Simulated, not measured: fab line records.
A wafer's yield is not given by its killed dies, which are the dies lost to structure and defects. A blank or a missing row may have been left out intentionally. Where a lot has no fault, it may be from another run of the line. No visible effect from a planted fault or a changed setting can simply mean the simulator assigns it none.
A struck lot beside a sound one -- flow nand-harc -- 14 steps out of a route of 1302
Sound: these wafers, L541.2, L541.4, L541.5. Wafers struck: L545.1, L545.2, L545.4. The cause is given at the end.
For every step that has rows: the tool of each side, followed by ch and its chambers, followed by its first start. Under that, the readings that differ: sound wafers -- struck wafers -- difference of the means -- sigmas: that difference in standard deviations of wafers without a fault.
alike: a reading whose means differ by less than 2 such deviations, as well as words and numbers matching on both sides. not compared: withheld readings; readings where some wafer has no value; bounds like >300 that might hide an equal value; numbers whose values overlap and for which the record gives no deviation.
A row with sigmas, a row that says differs or no value, or rows on one side alone: a step with any of these is where the two part. Numbers that don't overlap but have no deviation are shown without sigmas and don't part them. A reading missing from all wafers of one side parts the sides only when that side holds two or more wafers.

first, 1 step without rows for these wafers: NHARC_P_GATE_DEVELOP_90 (time 70 s).
NHARC_P_GATE_CD_MEAS_91: target cd 2000 nm.
  sound on cd-sem-01 ch 0, day 8 04:40; struck on cd-sem-01 ch 0, day 9 21:14
  alike: cd-nm
then, 1 step without rows for these wafers: NHARC_P_GATE_HARDBAKE_92 (time 80 s).
NHARC_P_GATE_DESCUM_93: chemistry O2, time 3 s.
  sound on rie-diel-08 ch 1,3, day 8 04:52; struck on rie-diel-02 ch 1,2, day 9 21:24
  alike: drypump-motor-current-A, oes-product-au, rf-vpp-V, showerhead-plenum-p-Torr, throttle-valve-pct
  not compared: rf-hours-counter-h
after that, 1 step had no rows for these wafers: NHARC_P_GATE_IMPLANT_94.
NHARC_P_GATE_STRIP_113: strips in N2/H2, time 740 s.
  sound on plasma-asher-02 ch 0,1, day 8 05:21; struck on plasma-asher-02 ch 0,1, day 9 21:48
  alike: drypump-motor-current-A, heater-power-w
  not compared: rf-hours-counter-h
NHARC_P_GATE_STRIP_95: strips in O2.
  sound on plasma-asher-02 ch 0,1, day 8 05:57; struck on plasma-asher-02 ch 0,1, day 9 22:31
  alike: drypump-motor-current-A, heater-power-w
  not compared: rf-hours-counter-h
then, 1 step without rows for these wafers: NHARC_P_GATE_STRIP_96 (strips in SPM, time 900 s).
NHARC_P_GATE_RTA_64: time 1 s.
  sound on rtp-anneal-01 ch 0, day 8 06:32; struck on rtp-anneal-01 ch 0, day 9 23:05
  alike: lamp-power-pct, lamp_zone_5_pct, wafer_temp_C_max
then, 1 step without rows for these wafers: NHARC_P_GATE_ETCH_77 (etches SiO2 in dHF, target depth 6 nm).
NHARC_P_GATE_DEGAS_109: time 60 s.
  sound on pvd-sputter-01 at day 8 06:49; struck on pvd-sputter-01 at day 9 23:23
  alike: heater-power-w
then, 1 step without rows for these wafers: NHARC_P_GATE_PRE_CLEAN_110 (time 30 s).
NHARC_P_GATE_SPUTTER_78: material Ni, target thk 10 nm.
  sound on pvd-sputter-01 at day 8 07:01; struck on pvd-sputter-01 at day 9 23:43
then, 1 step without rows for these wafers: NHARC_P_GATE_SPUTTER_79 (material TiN, target thk 10 nm).

WHERE THEY PART
Nowhere in this record.

WHY: what the simulator had put in
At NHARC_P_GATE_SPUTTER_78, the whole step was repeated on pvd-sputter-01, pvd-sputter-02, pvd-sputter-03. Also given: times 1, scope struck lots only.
